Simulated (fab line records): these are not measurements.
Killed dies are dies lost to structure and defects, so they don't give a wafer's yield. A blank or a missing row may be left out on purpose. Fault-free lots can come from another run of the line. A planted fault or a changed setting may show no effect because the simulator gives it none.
3 desks, one fault ; flow nand harc ; numbers are kept per desk, each desk with only its own; the story behind them comes last

== AT THE TOOL OWNER'S DESK: lpcvd poly-04 ==
The tool's own readings at NHARC_A_SOURCE_PLATE_CVD_03 (deposits poly-Si, target thk 200 nm, time 4000 s): means of the sampled wafers that have a number, for each lot that ran on this tool. A lot is out of limits, marked OUT, if its mean lies more than 4 standard deviations from the usual mean; the brackets give that distance.
Columns: A = spike tc bottom C at NHARC_A_SOURCE_PLATE_CVD_03, usual 638.6 C; B = spike tc centre C at NHARC_A_SOURCE_PLATE_CVD_03, usual 621.8 C; C = spike tc lower C at NHARC_A_SOURCE_PLATE_CVD_03, usual 620.9 C; D = spike tc top C at NHARC_A_SOURCE_PLATE_CVD_03, usual 641.1 C; E = spike tc upper C at NHARC_A_SOURCE_PLATE_CVD_03, usual 620.1 C; F = zone power upper pct at NHARC_A_SOURCE_PLATE_CVD_03, usual 9.2 %
lot;first seen here;A;B;C;D;E;F
L930;day 7 19:40;637.1;622.0;622.3;643.0;619.6;8.6
L932;day 8 21:02;636.3;622.0;621.3;642.5;620.8;8.7
L933;day 8 21:02;636.3;622.3;621.5;642.5;620.4;8.8
L936;day 10 09:37;636.4;622.3;621.2;642.2;618.8;8.5
L938;day 11 06:22;636.3;622.0;621.1;643.5;620.6;8.6
L939;day 11 06:22;636.6;622.5;620.8;642.5;619.7;8.6
L942;day 13 08:05;651.8 (+4.5) OUT;636.0 (+12) OUT;636.8 (+14) OUT;656.7 (+7.1) OUT;635.2 (+14) OUT;9.1
L943;day 13 08:05;651.8 (+4.6) OUT;635.6 (+12) OUT;636.6 (+14) OUT;656.7 (+7.1) OUT;634.0 (+13) OUT;8.9
L944;day 13 08:05;650.5 (+4.1) OUT;637.2 (+13) OUT;636.4 (+14) OUT;656.4 (+6.9) OUT;634.2 (+13) OUT;9.0
L951;day 16 08:33;636.2;622.8;620.6;641.4;619.4;8.7
This desk's verdict: out of limits on L942, L943, L944, starting with L942 at day 13 08:05 (spike tc bottom C at NHARC_A_SOURCE_PLATE_CVD_03). In limits: L930, L932, L933, L936, L938, L939, L951.

== FROM THE METROLOGY DESK ==
What the gauges read for every lot (on any tool): the sampled wafers with a number, averaged. A lot is out of limits, marked OUT, if its mean lies more than 4 standard deviations from the usual mean; the brackets give that distance.
Columns: A = thk nm at NHARC_A_SOURCE_PLATE_THK_MEAS_06, usual 199.4 nm; B = thk nm at NHARC_A_ONON_D1_THK_MEAS_05, usual 997 nm
lot;first seen here;A;B
L930;day 8 05:40;199.4;995
L932;day 9 08:16;197.9;994
L933;day 9 08:16;200.4;998
L934;day 9 20:37;198.7;988
L935;day 10 01:07;199.5;1003
L936;day 10 20:41;199.4;988
L938;day 11 16:49;197.5;989
L939;day 11 16:49;196.1;981
L943;day 13 18:32;280.3 (+43) OUT;976
L944;day 13 18:32;279.9 (+42) OUT;1002
L942;day 13 18:33;283.3 (+44) OUT;989
L951;day 16 18:32;199.0;1008
L952;day 17 05:37;198.5;1011
This desk's verdict: out of limits on L942, L943, L944, starting with L943 at day 13 18:32 (thk nm at NHARC_A_SOURCE_PLATE_THK_MEAS_06). In limits: L930, L932, L933, L934, L935, L936, L938, L939, L951, L952.

== THE DEFECT DESK ==
Per lot, the means of the sampled wafers with a number show what the inspections along the route counted. A lot is out of limits, marked OUT, if its mean lies more than 4 standard deviations from the usual mean; the brackets give that distance.
Columns: A = raw defect count at NHARC_A_SOURCE_PLATE_INSPECT_08, usual 59
lot;first seen here;A
L930;day 8 05:44;47
L932;day 9 08:20;39
L933;day 9 08:20;57
L934;day 9 20:41;68
L935;day 10 01:13;50
L936;day 10 20:48;75
L938;day 11 16:53;32
L939;day 11 16:53;49
L942;day 13 18:37;63
L943;day 13 18:37;68
L944;day 13 18:38;89
L951;day 16 18:36;60
L952;day 17 05:44;63
This desk found nothing out of limits on any of the 13 lots.

== ALL TOGETHER ==
An alarm could have come from the tool owner's desk at day 13 08:05, on L942, L943, L944.
An alarm was possible from the metrology desk at day 13 18:32, on L942, L943, L944.
No out-of-limits result turned up at the defect desk.
The defect desk has L942, L943, L944 on record, within its limits.
The lots listed all ran NHARC_A_SOURCE_PLATE_CVD_03 on lpcvd poly-04.

== WHAT THE SIMULATOR PUT IN ==
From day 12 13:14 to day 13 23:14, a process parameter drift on lpcvd poly-04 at NHARC_A_SOURCE_PLATE_CVD_03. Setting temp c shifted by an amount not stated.
Lots struck among those shown: L942, L943, L944.
Fault start to first reading out of limits, in hours, per desk: tool owner, 19; metrology, 29.
